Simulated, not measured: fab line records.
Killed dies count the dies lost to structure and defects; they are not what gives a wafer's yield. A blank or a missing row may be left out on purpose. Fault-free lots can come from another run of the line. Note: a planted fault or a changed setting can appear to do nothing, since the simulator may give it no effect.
fab line records	flow nandHarc
[record] lots = 6	wafers = 18	lastDay = 23
route steps=1159 shown A_M0@1021 A_M1@1026 END@1159
lots that met no fault: from a run of the same line without faults
startH: start of the lot's first displayed wafer, in hours after the record's first day	waitH: hours since the lot's step before	" identical to the entry in the row above	L1.1+2: one row covering several wafers at once	- no value, or no start was given	* or withheld: withheld	< > ~ a bound
route shown NAME@n: NAME is a module with steps in the file, n the number in the route of the first one	usual: the fault-free wafers' mean and standard deviation	same: alike in all rows	chamber/n: place in a boat	sites: readings site by site	_std_site: standard deviation across them	_edge_site: the outer-site mean with the inner-site mean subtracted	radiusMm: for every site, how far away it sits from the centre of the wafer	mask NAME#n: copy n	behind: the last tool/chamber to shape the wafer	hold: cause of the lot's hold/its duration in hours/its outcome	device: names the non-switching transistor (n, p or np)	end of line: the tests these same wafers got at the end of their route	where a step has no rows: the recipe by itself	killed: not the wafer's yield, but the dies lost to structure and defects at the first sort	map: dies across one wafer; x = killed, . = not, _ = none there
set.NAME: the setting as run; set.NAME@STEP: as run at that earlier step	model.NAME: the simulator's own value behind a step, which no gauge read
lots seen at some steps along the route; tables by step, rows by wafer
services: from which hour (startH, from the record's first day; less than 0 if before it) a tool's chamber was out of use, for how many hours, and why
[[steps]]
[step NHARC_A_M0_SRD_25]
[step NHARC_A_M0_INSPECT_27]
[usual] rawDefectCount = 440/180
lot.wafer	tool	chamber	startH	waitH	rawDefectCount
L834.2	defectInspect-02	-	410.28	0.0	497
L834.3	"	-	"	"	549
L834.6	"	-	"	"	456
L837.1	defectInspect-01	-	436.74	0.0	258
L837.5	"	-	"	"	345
L837.6	"	-	"	"	444
L847.2	defectInspect-01	-	495.23	0.0	427
L847.5	"	-	"	"	549
L847.6	"	-	"	"	438
L846.1	defectInspect-02	-	496.38	0.0	486
L846.4	"	-	"	"	400
L846.6	"	-	"	"	645
L848.1	defectInspect-02	-	508.23	0.0	422
L848.3	"	-	"	"	390
L848.6	"	-	"	"	447
L850.1	defectInspect-02	-	512.72	0.0	652
L850.5	"	-	"	"	729
L850.6	"	-	"	"	916
[step NHARC_A_M0_PRE_CLEAN_31]
[recipe] timeS = 12	tempC = 370	rfPowerW = 300	gas = NH3
[usual] heaterPowerW = 673/94
lot.wafer	tool	chamber	startH	waitH	heaterPowerW
L834.3	pecvd-01	1	410.65	0.4	544
L834.2	"	2	"	"	778
L834.6	"	2	"	"	784
L837.1	pecvd-04	2	436.81	0.1	726
L837.5	"	2	"	"	692
L837.6	"	0	"	"	641
L847.2	pecvd-01	2	495.33	0.1	800
L847.5	"	0	"	"	579
L847.6	"	1	"	"	565
L846.1	pecvd-01	2	496.47	0.1	864
L846.6	"	0	"	"	633
L846.4	"	2	"	"	871
L848.1	pecvd-01	2	508.30	0.1	840
L848.3	"	0	"	"	551
L848.6	"	1	"	"	507
L850.1	pecvd-02	1	512.79	0.1	646
L850.6	"	2	"	"	694
L850.5	"	0	"	"	658
[step NHARC_A_M0_DEP_32]
[recipe] targetThkA = 300	tempC = 370	targetThkNm = 30	pressureTorr = 3	flowSccm = 200	rfW = 450	material = SiCN
[usual] chamberPressureTorr = 3.000/0.0068	heaterPowerW = 618/99
lot.wafer	tool	chamber	startH	waitH	chamberPressureTorr	heaterPowerW
L834.3	pecvd-01	1	410.73	0.1	3.003	485
L834.2	"	2	"	"	3.001	754
L834.6	"	2	"	"	2.994	770
L837.1	pecvd-04	2	436.89	0.1	3.015	638
L837.5	"	2	"	"	2.998	622
L837.6	"	0	"	"	2.995	595
L847.2	pecvd-01	2	495.47	0.1	2.996	703
L847.5	"	0	"	"	2.990	556
L847.6	"	1	"	"	3.004	431
L846.1	pecvd-01	2	496.61	0.1	3.001	793
L846.6	"	0	"	"	3.004	580
L846.4	"	2	"	"	2.991	800
L848.1	pecvd-01	2	508.38	0.1	3.021	700
L848.3	"	0	"	"	2.996	596
L848.6	"	1	"	"	2.999	515
L850.1	pecvd-02	1	512.87	0.1	2.996	612
L850.6	"	2	"	"	2.981	672
L850.5	"	0	"	"	3.005	602
[step NHARC_A_M1_DEP_00]
[recipe] targetThkA = 1825	targetThkNm = 182.5	tempC = withheld	pressureTorr = 5	flowSccm = 200	rfW = 600	material = SiOC
[step NHARC_A_M1_DEHYDRATE_01]
[recipe] tempC = 150	timeS = 120
[step NHARC_A_M1_HMDS_02]
[recipe] timeS = 30
[step NHARC_A_M1_COAT_34]
[recipe] tempC = 200	timeS = 65
[step NHARC_A_M1_COAT_03]
[recipe] spinRpm = 1500	resistThkNm = 90
[step NHARC_A_M1_SOFTBAKE_04]
[recipe] tempC = 105	timeS = 55
[step NHARC_A_M1_EBR_05]
[step NHARC_A_M1_EXPOSE_06]
[recipe] na = 1.35	targetCdNm = 120	doseMj = 75.13	maskId = A_M1
[usual] exposureDoseMJCm2 = 75.09/0.082	focusOffsetNm = 0.0/0.57
lot.wafer	tool	chamber	startH	waitH	mask	exposureDoseMJCm2	focusOffsetNm
L834.2	arfiScanner-01	0	411.82	-	A_M1#0	75.21	-0.4
L834.3	"	0	"	"	A_M1#0	74.94	0.0
L834.6	"	0	"	"	A_M1#0	75.01	-0.4
L837.1	arfiScanner-02	0	438.01	-	A_M1#0	75.11	0.0
L837.5	"	0	"	"	A_M1#0	75.04	0.0
L837.6	"	0	"	"	A_M1#0	74.99	0.7
L847.2	arfiScanner-03	0	496.37	-	A_M1#0	75.10	0.5
L847.5	"	0	"	"	A_M1#0	75.14	1.0
L847.6	"	0	"	"	A_M1#0	75.21	0.4
L846.1	arfiScanner-03	0	497.51	-	A_M1#0	42.36	-0.4
L846.4	"	0	"	"	A_M1#0	42.14	-0.8
L846.6	"	0	"	"	A_M1#0	42.32	-0.5
L848.1	arfiScanner-01	0	509.36	-	A_M1#0	75.01	-0.7
L848.3	"	0	"	"	A_M1#0	75.03	0.0
L848.6	"	0	"	"	A_M1#0	75.02	-0.6
L850.1	arfiScanner-03	0	513.98	-	A_M1#0	48.86	0.1
L850.5	"	0	"	"	A_M1#0	48.97	-0.2
L850.6	"	0	"	"	A_M1#0	48.79	-0.5
[step NHARC_A_M1_PEB_07]
[recipe] pebTempC = 100	pebTimeS = 65
[step NHARC_A_M1_DEVELOP_08]
[recipe] developTimeS = 35	devTempC = 23
[step NHARC_A_M1_CD_MEAS_09]
[recipe] targetCdNm = 120	landingEnergyEv = 500
[usual] cdNm = 119.9/0.65
lot.wafer	tool	chamber	startH	waitH	cdNm
L834.2	cdSem-03	0	411.96	-	120.3
L834.3	"	0	"	"	119.9
L834.6	"	0	"	"	119.7
L837.1	cdSem-02	0	438.16	-	119.8
L837.5	"	0	"	"	119.8
L837.6	"	0	"	"	120.1
L847.2	cdSem-02	0	496.50	-	120.5
L847.5	"	0	"	"	119.5
L847.6	"	0	"	"	120.4
L846.1	cdSem-02	0	497.65	-	86.0
L846.4	"	0	"	"	86.8
L846.6	"	0	"	"	85.2
L848.1	cdSem-01	0	509.50	-	120.2
L848.3	"	0	"	"	120.3
L848.6	"	0	"	"	119.4
L850.1	cdSem-02	0	514.12	-	94.4
L850.5	"	0	"	"	94.5
L850.6	"	0	"	"	94.0
[step NHARC_A_M1_OVL_MEAS_10]
[recipe] pitchNm = 240
[usual] overlayXNm = -0.2/0.73	overlayYNm = -0.2/0.88
lot.wafer	tool	chamber	startH	waitH	overlayXNm	overlayYNm
L834.2	overlay-01	-	412.05	-	-0.3	-0.3
L834.3	"	-	"	"	-0.6	0.0
L834.6	"	-	"	"	-0.7	-0.4
L837.1	overlay-01	-	438.25	-	0.4	-0.6
L837.5	"	-	"	"	0.5	-1.0
L837.6	"	-	"	"	0.9	-0.7
L847.2	overlay-02	-	496.59	-	-0.4	-1.1
L847.5	"	-	"	"	-0.5	-1.1
L847.6	"	-	"	"	-0.4	-1.3
L846.1	overlay-02	-	497.74	-	-0.4	-1.5
L846.4	"	-	"	"	0.0	-1.7
L846.6	"	-	"	"	-0.1	-1.5
L848.1	overlay-01	-	509.60	-	-0.7	-2.0
L848.3	"	-	"	"	-0.8	-2.5
L848.6	"	-	"	"	-0.9	-1.7
L850.1	overlay-02	-	514.21	-	0.6	0.0
L850.5	"	-	"	"	0.6	0.1
L850.6	"	-	"	"	1.1	0.3
[step NHARC_A_M1_INSPECT_11]
[usual] rawDefectCount = 29/12
lot.wafer	tool	chamber	startH	waitH	rawDefectCount
L834.2	defectInspect-01	-	412.09	0.0	25
L834.3	"	-	"	"	27
L834.6	"	-	"	"	20
L837.1	defectInspect-01	-	438.28	0.0	31
L837.5	"	-	"	"	28
L837.6	"	-	"	"	32
L847.2	defectInspect-01	-	496.63	0.0	37
L847.5	"	-	"	"	38
L847.6	"	-	"	"	38
L846.1	defectInspect-01	-	497.77	0.0	35
L846.4	"	-	"	"	49
L846.6	"	-	"	"	32
L848.1	defectInspect-02	-	509.64	0.0	36
L848.3	"	-	"	"	40
L848.6	"	-	"	"	36
L850.1	defectInspect-02	-	514.24	0.0	44
L850.5	"	-	"	"	48
L850.6	"	-	"	"	52
[step NHARC_A_M1_DESCUM_14]
[recipe] timeS = 3	o2FlowSccm = 200	arFlowSccm = 0	biasPowerW = 0	chemistry = O2
[usual] drypumpMotorCurrentA = 5.7/0.42	oesProductAu = 0.989/0.011	rfVppV = 57.9/0.93	showerheadPlenumPTorr = 1.96/0.061	throttleValvePct = 11.311/0.0078
lot.wafer	tool	chamber	startH	waitH	drypumpMotorCurrentA	oesProductAu	rfHoursCounterH	rfVppV	showerheadPlenumPTorr	throttleValvePct	model.A_M1.cdNm
L834.2	rieDiel-09	1	412.16	0.1	5.6	0.978	8	58.5	1.91	11.312	121.1
L834.3	"	2	"	"	6.1	0.993	9	56.7	1.93	11.321	120.1
L834.6	"	3	"	"	5.5	1.005	-	57.8	2.02	11.313	120.7
L837.1	rieDiel-02	3	438.36	0.1	6.3	0.973	1	57.1	2.01	11.302	119.7
L837.5	"	1	"	"	5.6	0.994	-	58.1	1.95	11.310	119.9
L837.6	"	2	"	"	6.4	0.974	-	59.5	1.94	11.321	120
L847.2	rieDiel-09	0	496.70	0.1	5.6	0.977	3	56.3	1.99	11.305	121.2
L847.6	"	2	"	"	6.0	0.977	-	58.2	1.93	11.313	119.6
L847.5	"	3	"	"	5.5	0.979	-	57.5	2.02	11.311	119.9
L846.4	rieDiel-05	1	497.84	0.1	5.3	1.000	12	58.4	1.91	11.302	86.8
L846.1	"	0	"	"	5.6	1.009	12	56.5	2.06	11.303	85.63
L846.6	"	1	"	"	5.3	1.009	-	58.0	1.91	11.307	85.06
L848.3	rieDiel-09	2	509.70	0.1	6.0	0.990	4	58.3	1.93	11.317	120.5
L848.1	"	0	"	"	5.6	0.984	4	57.4	1.99	11.320	121
L848.6	"	3	"	"	5.4	0.989	-	57.9	2.02	11.314	120.5
L850.1	rieDiel-09	2	514.32	0.1	6.1	0.979	5	57.5	1.93	11.305	93.93
L850.6	"	0	"	"	5.5	0.994	-	57.0	1.99	11.309	94.82
L850.5	"	1	"	"	5.6	0.982	-	57.5	1.91	11.317	94.66
[step NHARC_A_M1_ETCH_35]
[recipe] targetDepthA = 400	overetchA = 120	timeS = 43.94	ionEnergyEv = 200	n2FlowSccm = 150	h2FlowSccm = 150	arFlowSccm = 0	rfW = 400	biasW = 150	chemistry = N2/H2
[usual] drypumpMotorCurrentA = 5.7/0.42	n2FlowSccm = 150.0/0.45	oesProductAu = 0.991/0.011	rfVppV = 431.9/2	showerheadPlenumPTorr = 2.09/0.069	throttleValvePct = 14.171/0.0089
lot.wafer	tool	chamber	startH	waitH	drypumpMotorCurrentA	n2FlowSccm	oesProductAu	rfHoursCounterH	rfVppV	showerheadPlenumPTorr	throttleValvePct
L834.3	rieDiel-09	1	412.24	0.1	5.6	149.7	0.983	8	429.8	2.03	14.180
L834.2	"	2	"	"	6.0	150.8	0.998	9	430.2	2.06	14.158
L834.6	"	0	"	"	5.5	150.5	1.014	-	433.2	2.13	14.173
L837.1	rieDiel-02	2	438.45	0.1	6.4	149.1	0.990	2	431.6	2.07	14.154
L837.6	"	3	"	"	6.3	149.8	0.990	-	434.2	2.15	14.182
L837.5	"	0	"	"	4.8	150.5	0.982	-	428.3	1.92	14.179
L847.2	rieDiel-09	3	496.78	0.1	5.5	149.7	0.989	3	433.5	2.16	14.160
L847.6	"	1	"	"	5.6	149.7	0.981	-	430.0	2.03	14.167
L847.5	"	2	"	"	6.1	149.9	0.988	-	431.5	2.06	14.163
L846.1	rieDiel-05	3	497.93	0.1	6.2	149.6	1.002	12	434.2	2.16	14.163
L846.4	"	1	"	"	5.3	150.8	0.998	12	431.0	2.03	14.168
L846.6	"	3	"	"	6.2	150.3	0.998	-	434.0	2.16	14.171
L848.3	rieDiel-09	3	509.79	0.1	5.5	150.3	0.981	3	432.9	2.16	14.164
L848.1	"	0	"	"	5.6	150.3	0.991	4	434.1	2.12	14.164
L848.6	"	3	"	"	5.5	150.0	0.976	-	431.8	2.15	14.172
L850.1	rieDiel-09	0	514.40	0.1	5.6	149.3	0.986	5	431.3	2.12	14.161
L850.6	"	3	"	"	5.5	149.9	0.981	-	432.4	2.15	14.173
L850.5	"	0	"	"	5.5	149.5	0.988	-	433.3	2.12	14.174
[step NHARC_A_M1_ETCH_15]
[recipe] targetDepthA = 1825	timeS = 91.2	c4f8FlowSccm = withheld	arFlowSccm = 400	rfW = 600	biasW = 300	chemistry = C4F8/Ar
[usual] oesProductAu = 0.940/0.022	rfVppV = 442.2/2
lot.wafer	tool	chamber	startH	waitH	oesProductAu	rfHoursCounterH	rfVppV
L834.3	rieDiel-09	0	-	-	0.957	8	441.9
L834.2	"	1	"	"	0.928	8	440.7
L834.6	"	3	"	"	0.933	-	443.7
L837.1	rieDiel-02	3	-	-	0.933	1	443.1
L837.5	"	2	"	"	0.911	-	440.3
L837.6	"	3	"	"	0.927	-	443.1
L847.2	rieDiel-09	3	-	-	0.942	3	444.4
L847.6	"	0	"	"	0.955	-	441.5
L847.5	"	1	"	"	0.950	-	441.9
L846.1	rieDiel-05	3	-	-	0.922	12	444.0
L846.4	"	0	"	"	0.929	12	444.6
L846.6	"	2	"	"	0.931	-	443.2
L848.1	rieDiel-09	0	-	-	0.947	4	441.6
L848.3	"	2	"	"	0.936	4	442.1
L848.6	"	3	"	"	0.927	-	443.9
L850.1	rieDiel-09	1	-	-	0.928	5	439.9
L850.5	"	0	"	"	0.935	-	445.2
L850.6	"	1	"	"	0.921	-	440.0
[step NHARC_A_M1_CD_MEAS_16]
[usual] cdNm = 120.3/1
lot.wafer	tool	chamber	startH	waitH	cdNm
L834.2	cdSem-01	-	412.45	-	121.5
L834.3	"	-	"	"	120.3
L834.6	"	-	"	"	120.4
L837.1	cdSem-03	-	438.66	-	120.6
L837.5	"	-	"	"	119.8
L837.6	"	-	"	"	119.7
L847.2	cdSem-02	-	496.99	-	122.1
L847.5	"	-	"	"	120.2
L847.6	"	-	"	"	119.7
L846.1	cdSem-03	-	498.15	-	85.6
L846.4	"	-	"	"	85.8
L846.6	"	-	"	"	84.8
L848.1	cdSem-01	-	510.12	-	121.1
L848.3	"	-	"	"	120.8
L848.6	"	-	"	"	120.8
L850.1	cdSem-03	-	514.61	-	94.1
L850.5	"	-	"	"	95.0
L850.6	"	-	"	"	95.3
[step NHARC_A_M1_STRIP_18]
[recipe] powerW = 1000	n2FlowSccm = 150	h2FlowSccm = 150	arFlowSccm = 0	biasW = 0	chemistry = N2/H2
[usual] drypumpMotorCurrentA = 5.7/0.5	n2FlowSccm = 149.9/0.44	oesProductAu = 0.992/0.011	powerW = 999.7/2.7	rfVppV = 90.9/0.96	showerheadPlenumPTorr = 2.09/0.075	throttleValvePct = 14.171/0.0093
lot.wafer	tool	chamber	startH	waitH	drypumpMotorCurrentA	n2FlowSccm	oesProductAu	powerW	rfHoursCounterH	rfVppV	showerheadPlenumPTorr	throttleValvePct
L834.2	rieDiel-09	1	412.53	0.1	5.6	150.1	0.978	997.8	7.6	90.1	2.03	14.177
L834.3	"	2	"	"	6.1	150.0	0.996	1000.6	9.0	91.3	2.06	14.171
L834.6	"	2	"	"	6.0	150.6	0.993	998.9	-	91.6	2.06	14.168
L837.1	rieDiel-05	0	438.78	0.1	5.6	150.6	0.989	992.1	7.0	90.8	2.20	14.177
L837.5	"	2	"	"	5.5	149.9	0.996	999.5	-	91.7	2.12	14.179
L837.6	"	3	"	"	6.2	149.7	1.002	1001.5	-	90.2	2.16	14.171
L847.2	rieDiel-02	2	497.07	0.1	6.4	150.0	0.990	1003.3	4.1	91.1	2.07	14.156
L847.6	"	2	"	"	6.4	149.7	0.989	1000.7	-	91.2	2.07	14.168
L847.5	"	3	"	"	6.3	150.1	1.004	997.4	-	90.9	2.15	14.170
L846.4	rieDiel-09	0	498.22	0.1	5.5	149.6	0.992	996.2	3.5	92.4	2.12	14.169
L846.1	"	3	"	"	5.5	149.2	0.985	996.3	3.0	91.9	2.15	14.176
L846.6	"	1	"	"	5.5	150.1	0.985	999.9	-	90.5	2.03	14.143
L848.1	rieDiel-09	3	510.22	0.1	5.5	149.4	0.996	1000.8	3.7	92.7	2.15	14.156
L848.3	"	1	"	"	5.6	149.1	0.976	993.4	4.0	91.3	2.03	14.162
L848.6	"	3	"	"	5.5	149.9	0.985	999.8	-	90.4	2.16	14.183
L850.1	rieDiel-09	0	514.74	0.1	5.6	149.8	0.997	1001.8	4.7	90.3	2.12	14.160
L850.6	"	2	"	"	6.1	150.2	0.989	998.4	-	90.8	2.06	14.164
L850.5	"	3	"	"	5.5	149.8	0.976	1003.1	-	90.2	2.15	14.161
[step NHARC_A_M1_ETCH_28]
[recipe] targetDepthA = 300	overEtchFrac = 0.3	timeS = 72.99	ionEnergyEv = 150	cf4FlowSccm = 50	n2FlowSccm = 100	arFlowSccm = 150	rfW = 300	biasW = 100	chemistry = CF4/N2
[usual] cf4FlowSccm = 50.03/0.16	drypumpMotorCurrentA = 5.7/0.49	n2FlowSccm = 99.96/0.29	oesProductAu = 0.992/0.011	rfVppV = 315.1/1.6	showerheadPlenumPTorr = 2.68/0.088	throttleValvePct = 19.794/0.0085
lot.wafer	tool	chamber	startH	waitH	cf4FlowSccm	drypumpMotorCurrentA	n2FlowSccm	oesProductAu	rfHoursCounterH	rfVppV	showerheadPlenumPTorr	throttleValvePct	model.A_M1.cdNm
L834.2	rieDiel-09	2	-	-	49.63	6.0	100.05	0.994	9.1	314.5	2.65	19.790	121.5
L834.3	"	3	"	"	49.88	5.5	99.65	0.998	8.7	316.2	2.76	19.784	119.4
L834.6	"	0	"	"	50.22	5.6	100.77	1.010	-	316.3	2.73	19.789	119.6
L837.1	rieDiel-05	0	-	-	49.95	5.6	100.28	0.986	7.0	317.1	2.82	19.779	120.6
L837.5	"	1	"	"	49.90	5.3	99.52	0.999	-	314.8	2.62	19.805	119.9
L837.6	"	2	"	"	49.99	5.5	100.07	0.996	-	316.1	2.72	19.797	120.1
L847.2	rieDiel-02	3	-	-	50.19	6.4	100.11	1.009	3.3	317.0	2.76	19.801	121.9
L847.5	"	2	"	"	50.09	6.4	99.95	0.988	-	315.8	2.66	19.793	121.7
L847.6	"	3	"	"	50.43	6.4	100.20	1.005	-	315.0	2.76	19.801	119.5
L846.1	rieDiel-09	3	-	-	50.07	5.5	99.68	0.989	3.0	315.5	2.76	19.785	85.04
L846.4	"	0	"	"	50.06	5.6	99.17	0.991	3.5	316.1	2.73	19.796	85.01
L846.6	"	0	"	"	50.05	5.5	99.52	0.981	-	313.7	2.73	19.788	84.73
L848.3	rieDiel-09	0	-	-	49.80	5.5	99.60	0.985	4.6	316.3	2.73	19.792	120.5
L848.1	"	1	"	"	50.02	5.6	99.90	0.978	4.4	314.5	2.62	19.778	120.5
L848.6	"	0	"	"	49.98	5.5	99.71	0.997	-	317.6	2.73	19.769	120.4
L850.1	rieDiel-09	3	-	-	50.04	5.5	100.20	0.979	4.1	316.3	2.76	19.807	93.55
L850.5	"	1	"	"	50.00	5.5	100.15	0.975	-	314.0	2.62	19.788	94.77
L850.6	"	2	"	"	50.27	6.0	100.17	0.992	-	314.7	2.65	19.796	94.9
[step NHARC_A_M1_STRIP_19]
[recipe] timeS = 600	tempC = 30	chemistry = postEtchResidueRemover
[step NHARC_END_SORT_01]
[recipe] tempC = 25
[usual] defectLimitedYield = 95.4/1.5	killedAtArray = 27/9.9	killedAtOther = 0.5/0.76	killedAtPeriphery = 3.4/2.2	killedDies = 31/10	killedOpen = 3.3/2	killedShort = 2.0/1.5	sort_bin_2_pct = 1.5/0.64	sort_bin_3_pct = 0.21/0.2	sort_bin_4_pct = 2.9/0.97	sortNPass = 646/10	sortRimYieldPct = 96.9/2	sortYieldPct = 95.4/1.5
[same] grossDies = 677	sort_bin_5_pct[%] = 0	sort_bin_6_pct[%] = 0	sort_bin_7_pct[%] = 0	sort_bin_8_pct[%] = 0	sortRimNGross = 106.00
lot.wafer	tool	chamber	startH	waitH	defectLimitedYield[%]	killedAtArray	killedAtOther	killedAtPeriphery	killedDies	killedOpen	killedShort	sort_bin_2_pct[%]	sort_bin_3_pct[%]	sort_bin_4_pct[%]	sortNPass	sortRimYieldPct[%]	sortYieldPct[%]
L846.1	prober-02	0	531.29	2.5	0	673	1	3	677	4	3	95.4	0.59	4.0	0	0	0
L846.4	prober-02	0	533.68	3.4	0	675	1	1	677	2	4	96.0	0.74	3.2	0	0	0
L846.6	prober-02	0	535.27	4.0	0	672	3	2	677	4	2	96.3	0.15	3.5	0	0	0
L847.2	prober-01	0	532.08	2.8	94.1	33	0	7	40	1	2	1.9	0.30	3.7	637	92.5	94.1
L847.5	prober-01	0	534.51	3.7	94.7	31	0	5	36	5	1	0.9	0.30	4.1	641	94.3	94.7
L847.6	prober-01	0	535.32	4.1	93.9	33	1	7	41	5	3	1.8	0.30	4.0	636	98.1	93.9
// killed by level:class
L846.1 A_M1:areaExpose=635 A_SLIT:chamberFilmFlake=18 A_CHANNEL_HOLE_D1:chamberFilmFlake=6 A_STAIRCASE:chamberFilmFlake=4 A_CONTACT:geometricParticle:open=2 P_CONTACT:chamberFilmFlake=2 A_ZERO_WELL:chamberFilmFlake=2 A_CONTACT:chamberFilmFlake=2
L847.2 A_CHANNEL_HOLE_D1:chamberFilmFlake=26 P_M0:chamberFilmFlake=3 A_CONTACT:chamberFilmFlake=3 P_BONDPAD:chamberFilmFlake=2 P_M1:geometricParticle:short=1 A_CHANNEL_FILL_D1:geometricParticle:short=1 A_M1:geometricParticle:open=1 P_ZERO_WELL:chamberFilmFlake=1
L846.4 A_M1:areaExpose=636 A_SLIT:chamberFilmFlake=15 A_CHANNEL_HOLE_D1:chamberFilmFlake=8 A_CONTACT:chamberFilmFlake=5 A_ONON_D1:geometricParticle:short=2 A_STAIRCASE:chamberFilmFlake=2 A_SOURCE_PLATE:geometricParticle:short=1 A_CONTACT:geometricParticle:short=1
L847.5 A_CHANNEL_HOLE_D1:chamberFilmFlake=19 A_CONTACT:chamberFilmFlake=5 P_ZERO_WELL:chamberFilmFlake=2 P_CONTACT:geometricParticle:open=1 A_CHANNEL_FILL_D1:geometricParticle:short=1 A_CHANNEL_FILL_D1:geometricParticle:open=1 A_WL_FILL:geometricParticle:open=1 A_CONTACT:geometricParticle:open=1
L846.6 A_M1:areaExpose=641 A_SLIT:chamberFilmFlake=14 A_CHANNEL_HOLE_D1:chamberFilmFlake=6 A_CONTACT:chamberFilmFlake=4 THIN_TSV:chamberFilmFlake=3 A_STAIRCASE:chamberFilmFlake=2 P_M0:geometricParticle:short=1 P_M0:geometricParticle:open=1
L847.6 A_CHANNEL_HOLE_D1:chamberFilmFlake=21 A_CONTACT:chamberFilmFlake=5 P_BONDPAD:chamberFilmFlake=3 P_M0:geometricParticle:open=2 A_WL_FILL:geometricParticle:short=2 A_STAIRCASE:geometricParticle:open=1 A_WL_FILL:geometricParticle:open=1 A_M1:geometricParticle:short=1
// map L846.1 (x killed, . not)
____________x____________
_________xxxxxxx_________
_______xxxxxxxxxxx_______
______xxxxxxxxxxxxx______
_____xxxxxxxxxxxxxxx_____
____xxxxxxxxxxxxxxxxx____
____xxxxxxxxxxxxxxxxx____
___xxxxxxxxxxxxxxxxxxx___
___xxxxxxxxxxxxxxxxxxx___
__xxxxxxxxxxxxxxxxxxxxx__
__xxxxxxxxxxxxxxxxxxxxx__
_xxxxxxxxxxxxxxxxxxxxxxx_
_xxxxxxxxxxxxxxxxxxxxxxx_
_xxxxxxxxxxxxxxxxxxxxxxx_
_xxxxxxxxxxxxxxxxxxxxxxx_
_xxxxxxxxxxxxxxxxxxxxxxx_
xxxxxxxxxxxxxxxxxxxxxxxxx
xxxxxxxxxxxxxxxxxxxxxxxxx
xxxxxxxxxxxxxxxxxxxxxxxxx
xxxxxxxxxxxxxxxxxxxxxxxxx
xxxxxxxxxxxxxxxxxxxxxxxxx
_xxxxxxxxxxxxxxxxxxxxxxx_
_xxxxxxxxxxxxxxxxxxxxxxx_
_xxxxxxxxxxxxxxxxxxxxxxx_
_xxxxxxxxxxxxxxxxxxxxxxx_
_xxxxxxxxxxxxxxxxxxxxxxx_
__xxxxxxxxxxxxxxxxxxxxx__
__xxxxxxxxxxxxxxxxxxxxx__
___xxxxxxxxxxxxxxxxxxx___
___xxxxxxxxxxxxxxxxxxx___
____xxxxxxxxxxxxxxxxx____
____xxxxxxxxxxxxxxxxx____
_____xxxxxxxxxxxxxxx_____
______xxxxxxxxxxxxx______
_______xxxxxxxxxxx_______
_________xxxxxxx_________
____________x____________
// map L847.6 (x killed, . not)
____________.____________
_________......._________
_______..........._______
______.............______
_____...x...x......._____
____.................____
____.................____
___...................___
___.............x.....___
__.....................__
__.....................__
_......................x_
_......................._
_......................._
_......................._
_.........x............x_
..................xx..x..
.........................
..x......................
.......................x.
........x................
_........x.............._
_.....x................._
_......x.xx......x......_
_....x..x.xx.xx........._
_........xxx..x.x......._
__.....xxxxx...........__
__.....................__
___.....x..x..........___
___.......x...........___
____.....x.....x.....____
____.................____
_____............x.._____
______.............______
_______......x...._______
_________......._________
____________.____________
[[services]]
tool	chamber	startH	hours	kind
rieDiel-09	1	390.44	19.3	repair
arfiScanner-01	-	392.24	1.9	repair
rieDiel-05	2	408.44	7.4	repair
rieDiel-09	0	410.30	-	clean
rieDiel-09	1	410.30	-	clean
rieDiel-09	2	410.30	-	clean
rieDiel-09	3	410.30	-	clean
pecvd-01	-	418.07	13.0	pm
arfiScanner-02	-	428.00	4.0	pm
rieDiel-09	-	431.17	9.0	pm
rieDiel-09	0	431.17	9.0	ventCycle
rieDiel-09	1	431.17	9.0	ventCycle
rieDiel-09	2	431.17	9.0	ventCycle
rieDiel-09	3	431.17	9.0	ventCycle
rieDiel-09	0	440.17	-	clean
rieDiel-09	1	440.17	-	clean
rieDiel-09	2	440.17	-	clean
rieDiel-09	3	440.17	-	clean
rieDiel-09	3	449.04	6.7	repair
arfiScanner-03	-	465.70	1.2	repair
arfiScanner-01	-	475.90	4.1	repair
pecvd-04	2	477.63	5.5	repair
arfiScanner-03	-	484.00	4.0	pm
rieDiel-02	-	504.70	9.0	pm
[[key]]
[firstSign] step = NHARC_A_M1_EXPOSE_06	reading = exposureDoseMJCm2	direction = down	sigmas = 99+	usual = 75.09	struck = 45.57
[effect] step = NHARC_A_M1_CD_MEAS_09	reading = cdNm	direction = down	sigmas = 46	usual = 119.9	struck = 90.1	through = controlLoop
[effect] step = NHARC_A_M1_CD_MEAS_16	reading = cdNm	direction = down	sigmas = 29	usual = 120.3	struck = 90.1	through = controlLoop
[effect] step = NHARC_END_SORT_01	reading = sort_bin_2_pct	direction = up	sigmas = 99+	usual = 1.5	struck = 95.9
[modelEffect] step = NHARC_A_M1_DESCUM_14	value = A_M1.cdNm	without = 120.1	struck = 90.15
[modelEffect] step = NHARC_A_M1_ETCH_28	value = A_M1.cdNm	without = 119.6	struck = 89.67
[moreKillsBornAt] NHARC_A_M1_EXPOSE_06@arfiScanner-03 = 1912
metAt NHARC_A_M1_EXPOSE_06
struckWafers L846.1,L846.4,L846.6,L850.1,L850.5,L850.6
laterRowsLeftOut L846.1,L846.4,L846.6,L850.1,L850.5,L850.6
sortLeftOut L850.1,L850.5,L850.6
[loopTrim] step = NHARC_A_M1_EXPOSE_06	setting = dose	lots = L850
onsetBetween 496.37 497.51
[fault] kind = processParameterDrift	tool = arfiScanner-03	chamber = -	onsetH = 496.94	steps = NHARC_A_M1_EXPOSE_06	channel = doseMj	offset = -32.868	shape = step	actsIn = theseRecipesOnly	stated = 75.13
// sortLeftOut: the simulated sort isn't trusted on such a fault, so these wafers' sort isn't shown, and their yield isn't known
// laterRowsLeftOut: the simulator's readings of these wafers behind a module that went badly wrong aren't trusted and aren't shown, but for the sort
// loopTrim: a control loop set the setting to another value than it would have without faults
